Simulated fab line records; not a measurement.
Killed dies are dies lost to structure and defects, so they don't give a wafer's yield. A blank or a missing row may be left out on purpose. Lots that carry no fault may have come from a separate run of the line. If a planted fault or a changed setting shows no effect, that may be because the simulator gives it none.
fab line records -- flow n5Finfet
record lots=5, wafers=14, lastDay=15
route steps=1938 shown DUMMY_GATE@238 BEOL_M4@1111
lots untouched by any fault: they come from a run of this same line in which no faults occurred
startH: the number of hours between the record's first day and the start of the first shown wafer of the lot -- waitH: hours elapsed since this lot's preceding step -- " repeats the value in the row above -- L1.1+2: a row that stands for several wafers -- - no value, or no start was given -- * or withheld: withheld -- < > ~ a bound
route shown NAME@n: NAME is a module with steps in the file, n the number in the route of the first one -- usual: average and standard deviation across the fault-free wafers -- same: alike in all rows -- chamber/n: place in a boat -- sites: per-site readings -- _std_site: how widely they spread, as a standard deviation -- _edge_site: mean of outer sites minus mean of inner sites -- radiusMm: how far each site lies from the wafer's centre -- mask NAME#n: copy n -- behind: the most recent tool/chamber to have shaped the wafer -- hold: why the lot went on hold/how many hours it stayed there/how the hold came to an end -- device: names the non-switching transistor (n, p or np) -- end of line: the tests these same wafers got at the end of their route -- step lacking rows: just its recipe -- killed: dies lost to structure and defects at the first sort, not the wafer's yield -- map: a wafer's dies, x killed, . not, _ none there
set.NAME: setting as actually run; set.NAME@STEP: the setting as run at that earlier step -- model.NAME: the simulator's own value behind a step, which no gauge read
lots at selected steps of the route; one table per step, one row per wafer
services: a tool's chamber out of use, with start hour (startH, from the record's first day; less than 0 if before it), hours out, and reason
## steps
# step N5_DUMMY_GATE_STRIP_38
# recipe chemistry=N2/H2, tempC=40, n2FlowSccm=200, h2FlowSccm=200, rfFrequencyHz=6e+07
# step N5_DUMMY_GATE_STRIP_39
# recipe chemistry=N2/H2, tempC=40, n2FlowSccm=200, h2FlowSccm=200, rfFrequencyHz=6e+07
# step N5_DUMMY_GATE_TRIM_49
# recipe chemistry=O2, resist=SOC, timeS=29, targetCdNm=14, sourcePowerW=300, biasPowerW=0, O2_flow_sccm=100, tempC=20
# step N5_DUMMY_GATE_STRIP_40
# recipe chemistry=CF4, resist=SiARC, powerW=300, biasPowerW=75, pressureMtorr=50, cf4FlowSccm=150, rfFrequencyHz=6e+07
# step N5_DUMMY_GATE_CD_MEAS_50
# recipe targetCdNm=14
# usual cdNm=14.0/0.35
lot.wafer,tool,chamber,startH,waitH,cdNm
L960.1,cdSem-01,-,48.33,0.0,14.0
L960.5,cdSem-01,-,48.33,0.0,13.3
L960.6,cdSem-01,-,48.33,0.0,13.7
L963.1,cdSem-03,-,65.44,0.0,13.7
L963.3,cdSem-03,-,65.44,0.0,13.6
L963.4,cdSem-03,-,65.44,0.0,14.1
L965.1,cdSem-03,-,76.69,0.0,14.1
L965.2,cdSem-03,-,76.69,0.0,14.7
L965.4,cdSem-03,-,76.69,0.0,14.7
L976.2,cdSem-03,-,140.83,0.0,14.2
L976.3,cdSem-03,-,140.83,0.0,14.2
L976.5,cdSem-03,-,140.83,0.0,13.9
L978.1,cdSem-02,-,154.52,0.0,13.7
L978.5,cdSem-02,-,154.52,0.0,13.7
# step N5_DUMMY_GATE_ETCH_31
# recipe chemistry=C4F6/O2, target=SiO2, maskMaterial=SOC, targetDepthA=825, timeS=27.5, ionEnergyEv=250, pressureMtorr=30, sourceW=345, biasW=185, Ar_flow_sccm=300, C4F6_flow_sccm=10, O2_flow_sccm=10
# step N5_DUMMY_GATE_STRIP_41
# recipe chemistry=O2, powerW=400, tempC=40, pressureMtorr=30, rfFrequencyHz=6e+07, biasPowerW=0, overashFraction=0.3, o2FlowSccm=225
# usual drypumpMotorCurrentA=5.6/0.5, oesProductAu=0.79/0.079, rfVppV=3.6/0.44, showerheadPlenumPTorr=2.10/0.087, throttleValvePct=16.62/0.19
lot.wafer,tool,chamber,startH,waitH,drypumpMotorCurrentA,oesProductAu,rfHoursCounterH,rfVppV,showerheadPlenumPTorr,throttleValvePct
L960.1,rieDiel-03,0,48.42,0.0,5.9,0.76,120,3.8,2.12,16.76
L960.5,rieDiel-03,0,48.42,0.0,5.9,0.77,-,3.6,2.12,16.78
L960.6,rieDiel-03,3,48.42,0.0,5.4,0.74,-,3.4,2.19,16.73
L963.1,rieDiel-03,2,65.53,0.0,5.1,0.79,120,3.0,2.03,16.64
L963.3,rieDiel-03,1,65.53,0.0,6.1,1.00,3,3.2,2.06,16.39
L963.4,rieDiel-03,0,65.53,0.0,5.9,0.77,127,3.0,2.12,16.76
L965.1,rieDiel-01,2,76.78,0.0,5.0,0.71,198,4.0,2.06,17.03
L965.2,rieDiel-01,1,76.78,0.0,5.8,0.92,13,4.8,2.15,16.65
L965.4,rieDiel-01,0,76.78,0.0,4.9,0.92,25,3.8,2.14,16.61
L976.2,rieDiel-05,3,140.92,0.0,5.8,0.72,200,4.2,2.19,16.55
L976.3,rieDiel-05,0,140.92,0.0,5.6,0.78,108,3.5,1.96,16.70
L976.5,rieDiel-05,1,140.92,0.0,6.1,0.84,-,3.2,2.21,16.38
L978.1,rieDiel-01,1,154.65,0.0,5.8,0.87,34,3.3,2.15,16.67
L978.5,rieDiel-01,0,154.65,0.0,4.9,0.86,-,3.1,2.13,16.66
# step N5_DUMMY_GATE_HM_OPEN_21
# recipe chemistry=CH3F/O2, target=SiNx, targetDepthA=1200, Ar_flow_sccm=150, CH3F_flow_sccm=30, O2_flow_sccm=23, timeS=171.4, pressureMtorr=30, sourceW=395, biasW=73, ionEnergyEv=120.7
# usual biasW=73.00/0.22, drypumpMotorCurrentA=5.6/0.5, mfcArSccm=150.0/0.46, oesProductAu=0.79/0.079, rfVppV=297/6.8, showerheadPlenumPTorr=2.02/0.079, throttleValvePct=16.37/0.21
lot.wafer,tool,chamber,startH,waitH,biasW,drypumpMotorCurrentA,mfcArSccm,oesProductAu,rfHoursCounterH,rfVppV,showerheadPlenumPTorr,throttleValvePct
L960.1,rieDiel-03,0,48.46,0.0,72.75,5.9,150.0,0.77,120,307,2.03,16.52
L960.5,rieDiel-03,0,48.46,0.0,72.72,5.9,150.0,0.76,-,308,2.03,16.53
L960.6,rieDiel-03,3,48.46,0.0,73.10,5.4,149.1,0.72,-,291,2.09,16.43
L963.1,rieDiel-03,2,65.57,0.0,72.95,5.1,150.5,0.79,120,294,1.95,16.44
L963.3,rieDiel-03,1,65.57,0.0,72.85,6.1,150.2,0.99,3,300,1.97,16.14
L963.4,rieDiel-03,0,65.57,0.0,72.78,5.9,150.2,0.76,127,309,2.03,16.56
L965.1,rieDiel-01,2,76.82,0.0,73.04,5.0,150.2,0.71,198,303,1.99,16.85
L965.2,rieDiel-01,1,76.82,0.0,72.96,5.8,150.5,0.92,13,307,2.07,16.40
L965.4,rieDiel-01,0,76.82,0.0,72.97,4.9,149.5,0.92,25,289,2.05,16.35
L976.2,rieDiel-05,3,140.96,0.0,73.13,5.8,149.9,0.72,200,306,2.09,16.25
L976.3,rieDiel-05,0,140.96,0.0,73.04,5.6,149.6,0.78,108,287,1.88,16.41
L976.5,rieDiel-05,1,140.96,0.0,73.32,6.1,149.9,0.85,-,299,2.12,16.11
L978.1,rieDiel-01,1,154.69,0.0,72.91,5.8,149.9,0.88,34,303,2.06,16.43
L978.5,rieDiel-01,0,154.69,0.0,72.96,4.9,149.5,0.88,-,290,2.04,16.41
# step N5_DUMMY_GATE_ETCH_32
# recipe chemistry=CF4, target=SiO2, targetDepthA=35, timeS=3.9, ionEnergyEv=350, pressureMtorr=10, icpW=800, biasW=400, cf4FlowSccm=80
# step N5_DUMMY_GATE_ETCH_23
# recipe chemistry=HBr/Cl2/O2, HBr_flow_sccm=150, Cl2_flow_sccm=80, O2_flow_sccm=12, biasW=102, targetDepthA=410, timeS=22.3, target=poly-Si, maskMaterial=SiO2, pressureMtorr=10, icpW=800
# usual biasW=101.99/0.3, drypumpMotorCurrentA=5.5/0.54, oesProductAu=0.993/0.021, throttleValvePct=37.2/0.39
lot.wafer,tool,chamber,startH,waitH,biasW,drypumpMotorCurrentA,oesProductAu,rfHoursCounterH,throttleValvePct
L960.1,rieSi-06,1,48.66,0.0,102.21,6.2,0.971,78,36.9
L960.5,rieSi-06,0,48.66,0.0,102.11,5.3,1.029,-,37.4
L960.6,rieSi-06,1,48.66,0.0,101.89,6.2,0.979,-,36.9
L963.1,rieSi-01,3,65.76,0.0,102.18,5.3,0.972,75,37.1
L963.3,rieSi-01,0,65.76,0.0,102.26,6.5,1.009,131,36.9
L963.4,rieSi-01,2,65.76,0.0,101.93,5.5,0.986,175,37.3
L965.1,rieSi-02,0,77.02,0.0,101.64,4.9,0.995,10,36.8
L965.2,rieSi-02,3,77.02,0.0,102.12,5.5,0.973,131,37.9
L965.4,rieSi-02,1,77.02,0.0,101.91,5.5,1.017,1,37.3
L976.2,rieSi-02,0,141.15,0.0,102.03,4.9,0.998,11,36.8
L976.3,rieSi-02,2,141.15,0.0,101.42,6.4,0.991,156,37.1
L976.5,rieSi-02,3,141.15,0.0,101.96,5.5,0.972,-,37.9
L978.1,rieSi-06,0,154.88,0.0,102.34,5.3,1.037,21,37.4
L978.5,rieSi-06,1,154.88,0.0,102.08,6.2,0.976,-,36.9
# step N5_DUMMY_GATE_ETCH_44
# recipe chemistry=HBr/O2, overEtchFrac=0.7, targetDepthA=1275, stopOn=SiO2, ionEnergyEv=60, biasW=20, target=poly-Si, maskMaterial=SiO2, pressureMtorr=20, icpW=400, HBr_flow_sccm=120, O2_flow_sccm=10
# usual biasW=20.01/0.061, drypumpMotorCurrentA=5.5/0.54, oesProductAu=0.721/0.014, throttleValvePct=18.46/0.26
lot.wafer,tool,chamber,startH,waitH,biasW,drypumpMotorCurrentA,oesProductAu,rfHoursCounterH,throttleValvePct
L960.1,rieSi-06,1,48.72,0.0,20.04,6.2,0.703,78,18.36
L960.5,rieSi-06,0,48.72,0.0,20.02,5.2,0.741,-,18.40
L960.6,rieSi-06,1,48.72,0.0,19.99,6.2,0.707,-,18.39
L963.1,rieSi-01,3,65.82,0.0,20.00,5.3,0.724,75,18.44
L963.3,rieSi-01,0,65.82,0.0,20.04,6.5,0.726,131,18.37
L963.4,rieSi-01,2,65.82,0.0,20.02,5.5,0.702,175,18.66
L965.1,rieSi-02,0,77.07,0.0,19.94,4.9,0.724,10,18.01
L965.2,rieSi-02,3,77.07,0.0,20.00,5.5,0.706,131,18.90
L965.4,rieSi-02,1,77.07,0.0,19.94,5.5,0.744,1,18.58
L976.2,rieSi-02,0,141.21,0.0,20.07,5.0,0.710,11,18.02
L976.3,rieSi-02,2,141.21,0.0,20.02,6.4,0.720,156,18.41
L976.5,rieSi-02,3,141.21,0.0,20.09,5.5,0.708,-,18.89
L978.1,rieSi-06,0,154.94,0.0,19.95,5.3,0.741,21,18.41
L978.5,rieSi-06,1,154.94,0.0,20.00,6.2,0.706,-,18.38
# step N5_DUMMY_GATE_CD_MEAS_24
# recipe targetCdNm=15
# usual cdNm=14.9/0.39
lot.wafer,tool,chamber,startH,waitH,cdNm
L960.1,cdSem-03,-,48.83,0.1,14.9
L960.5,cdSem-03,-,48.83,0.1,14.5
L960.6,cdSem-03,-,48.83,0.1,14.7
L963.1,cdSem-03,-,65.93,0.1,14.6
L963.3,cdSem-03,-,65.93,0.1,14.4
L963.4,cdSem-03,-,65.93,0.1,15.1
L965.1,cdSem-03,-,77.18,0.1,15.2
L965.2,cdSem-03,-,77.18,0.1,15.4
L965.4,cdSem-03,-,77.18,0.1,15.7
L976.2,cdSem-02,-,141.32,0.1,15.3
L976.3,cdSem-02,-,141.32,0.1,16.0
L976.5,cdSem-02,-,141.32,0.1,15.1
L978.1,cdSem-01,-,155.05,0.1,14.4
L978.5,cdSem-01,-,155.05,0.1,14.2
# step N5_DUMMY_GATE_ETCH_42
# recipe chemistry=CHF3/O2, target=SiO2, targetDepthA=35, timeS=31, ionEnergyEv=30, biasW=12, pressureMtorr=30, sourceW=600, Ar_flow_sccm=200, CHF3_flow_sccm=50, O2_flow_sccm=5
# usual biasW=12.01/0.038, drypumpMotorCurrentA=5.7/0.47, mfcArSccm=200.0/0.55, oesProductAu=0.80/0.083, rfVppV=42.3/0.99, showerheadPlenumPTorr=2.41/0.081, throttleValvePct=18.70/0.21
lot.wafer,tool,chamber,startH,waitH,biasW,drypumpMotorCurrentA,mfcArSccm,oesProductAu,rfHoursCounterH,rfVppV,showerheadPlenumPTorr,throttleValvePct,model.etch.depthNm
L960.1,rieDiel-05,0,48.88,0.0,11.99,5.6,198.7,0.81,85,43.2,2.25,18.68,3.604
L960.5,rieDiel-05,2,48.88,0.0,11.98,6.8,199.9,0.86,-,43.4,2.52,18.20,3.609
L960.6,rieDiel-05,3,48.88,0.0,12.02,5.8,200.4,0.74,-,42.2,2.50,18.48,3.495
L963.1,rieDiel-03,2,65.98,0.0,12.07,5.1,199.2,0.80,120,42.2,2.33,18.73,3.508
L963.3,rieDiel-03,1,65.98,0.0,11.99,6.1,199.1,0.99,3,41.9,2.36,18.49,3.482
L963.4,rieDiel-03,0,65.98,0.0,11.97,5.9,199.7,0.75,127,40.8,2.42,18.86,3.41
L965.1,rieDiel-03,3,77.40,0.2,12.01,5.4,199.9,0.73,199,40.7,2.48,18.74,3.485
L965.2,rieDiel-03,2,77.40,0.2,11.98,5.1,199.3,0.79,124,42.1,2.33,18.73,3.511
L965.4,rieDiel-03,0,77.40,0.2,11.92,5.9,200.2,0.75,131,41.5,2.42,18.88,3.421
L976.2,rieDiel-05,1,141.37,0.0,11.99,6.1,200.0,0.84,48,42.6,2.54,18.49,3.492
L976.3,rieDiel-05,2,141.37,0.0,12.07,6.7,200.3,0.83,92,43.8,2.51,18.23,3.612
L976.5,rieDiel-05,0,141.37,0.0,11.97,5.6,200.3,0.79,-,40.6,2.24,18.72,3.575
L978.1,rieDiel-03,0,155.10,0.0,11.95,5.9,200.0,0.66,156,43.0,2.41,18.90,2.859
L978.5,rieDiel-03,0,155.10,0.0,12.04,5.9,199.9,0.73,-,42.8,2.41,18.89,3.401
# step N5_DUMMY_GATE_STRIP_48
# recipe chemistry=N2/H2, timeS=20, powerW=100, tempC=40, pressureMtorr=100, rfFrequencyHz=6e+07, biasPowerW=3, n2FlowSccm=300, h2FlowSccm=300
# usual drypumpMotorCurrentA=5.7/0.47, oesProductAu=0.80/0.085, rfVppV=45.1/0.81, showerheadPlenumPTorr=3.38/0.12, throttleValvePct=12.15/0.22
lot.wafer,tool,chamber,startH,waitH,drypumpMotorCurrentA,oesProductAu,rfHoursCounterH,rfVppV,showerheadPlenumPTorr,throttleValvePct
L960.1,rieDiel-05,0,48.93,0.0,5.6,0.80,85,45.9,3.15,12.03
L960.5,rieDiel-05,2,48.93,0.0,6.8,0.86,-,45.8,3.56,11.80
L960.6,rieDiel-05,3,48.93,0.0,5.8,0.73,-,45.7,3.48,11.88
L963.1,rieDiel-03,2,66.03,0.0,5.1,0.80,120,45.2,3.24,11.98
L963.3,rieDiel-03,1,66.03,0.0,6.1,1.00,3,44.8,3.35,11.99
L963.4,rieDiel-03,0,66.03,0.0,5.9,0.76,127,45.4,3.40,12.32
L965.1,rieDiel-03,3,77.45,0.0,5.4,0.73,199,45.3,3.48,12.28
L965.2,rieDiel-03,2,77.45,0.0,5.1,0.79,124,45.0,3.24,11.98
L965.4,rieDiel-03,0,77.45,0.0,5.9,0.76,131,45.3,3.40,12.34
L976.2,rieDiel-05,1,141.41,0.0,6.1,0.85,48,44.7,3.58,11.89
L976.3,rieDiel-05,2,141.41,0.0,6.7,0.83,92,46.3,3.55,11.86
L976.5,rieDiel-05,0,141.41,0.0,5.6,0.78,-,44.7,3.14,12.07
L978.1,rieDiel-03,0,155.14,0.0,5.9,0.74,156,44.9,3.39,12.39
L978.5,rieDiel-03,0,155.14,0.0,6.0,0.74,-,43.7,3.39,12.37
# step N5_BEOL_M4_RC_MEAS_101
# usual DIBL_N=36.3/1.6, DIBL_P=36.2/2.1, IOFF_N=0.16/0.031, IOFF_P=0.21/0.034, ION_N=673/11, ION_P=461/7.4, SS_N=71.6/0.55, SS_P=73.3/0.66, VT_N=251/3.2, VT_P=-251/3.5
lot.wafer,tool,chamber,startH,waitH,DIBL_N[mV/V],DIBL_P[mV/V],IOFF_N[nA/um],IOFF_P[nA/um],ION_N[uA/um],ION_P[uA/um],SS_N[mV/dec],SS_P[mV/dec],VT_N[mV],VT_P[mV]
L960.1,prober-02,0,156.85,0.0,35.8,34.0,0.15,0.20,670,462,72.1,72.6,250,-251
L960.5,prober-02,0,156.85,0.0,36.9,36.3,0.18,0.24,691,473,71.9,73.8,250,-249
L960.6,prober-02,0,156.85,0.0,35.4,33.8,0.13,0.19,664,464,71.0,73.4,252,-251
L963.1,prober-01,0,179.89,0.0,35.8,34.9,0.15,0.18,668,454,72.2,72.9,254,-252
L963.3,prober-01,0,179.89,0.0,35.2,35.2,0.14,0.18,666,459,71.4,73.5,252,-253
L963.4,prober-01,0,179.89,0.0,35.5,36.0,0.16,0.20,672,459,71.9,73.0,249,-251
L965.1,prober-01,0,188.14,0.0,34.7,34.4,0.14,0.20,676,468,71.4,72.9,250,-250
L965.2,prober-01,0,188.14,0.0,35.0,34.9,0.14,0.22,662,466,71.8,73.0,252,-247
L965.4,prober-01,0,188.14,0.0,35.2,35.1,0.14,0.21,667,464,71.1,73.3,253,-247
L976.2,prober-02,0,245.59,0.2,35.8,36.0,0.16,0.23,678,469,71.1,72.4,246,-247
L976.3,prober-02,0,245.59,0.2,35.2,36.1,0.15,0.23,671,466,71.1,72.8,247,-244
L976.5,prober-02,0,245.59,0.2,36.3,37.2,0.17,0.25,685,485,71.4,72.8,249,-243
L978.1,prober-01,0,261.67,0.0,39.4,40.3,0.22,0.26,689,467,72.5,75.0,246,-250
L978.5,prober-01,0,261.67,0.0,39.4,39.9,0.22,0.26,702,476,71.9,74.7,245,-248
## services
tool,chamber,startH,hours,kind
rieDiel-05,-,28.85,1.1,repair
rieDiel-03,1,31.45,-,clean
rieDiel-03,1,31.45,-,consumableReplace:focusRing
rieDiel-03,1,31.45,24.2,scheduledDown
rieDiel-03,1,31.45,24.2,ventCycle
rieSi-01,-,61.70,0.3,repair
rieSi-06,0,69.31,9.3,repair
rieDiel-05,-,70.80,14.6,pm
rieDiel-01,-,105.87,0.6,repair
rieDiel-01,1,140.00,12.9,repair
## key
firstSign none at tools or gauges
modelEffect step=N5_DUMMY_GATE_ETCH_42, value=etch.depthNm, without=3.413, struck=2.859
metAt N5_DUMMY_GATE_ETCH_42
struckWafers L978.1
onsetBetween 77.40 155.10
fault kind=processParameterDrift, tool=rieDiel-03, chamber=-, onsetH=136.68, steps=N5_DUMMY_GATE_ETCH_42, channel=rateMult, offset=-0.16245, shape=step, endH=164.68, scope=struckWafersOnly
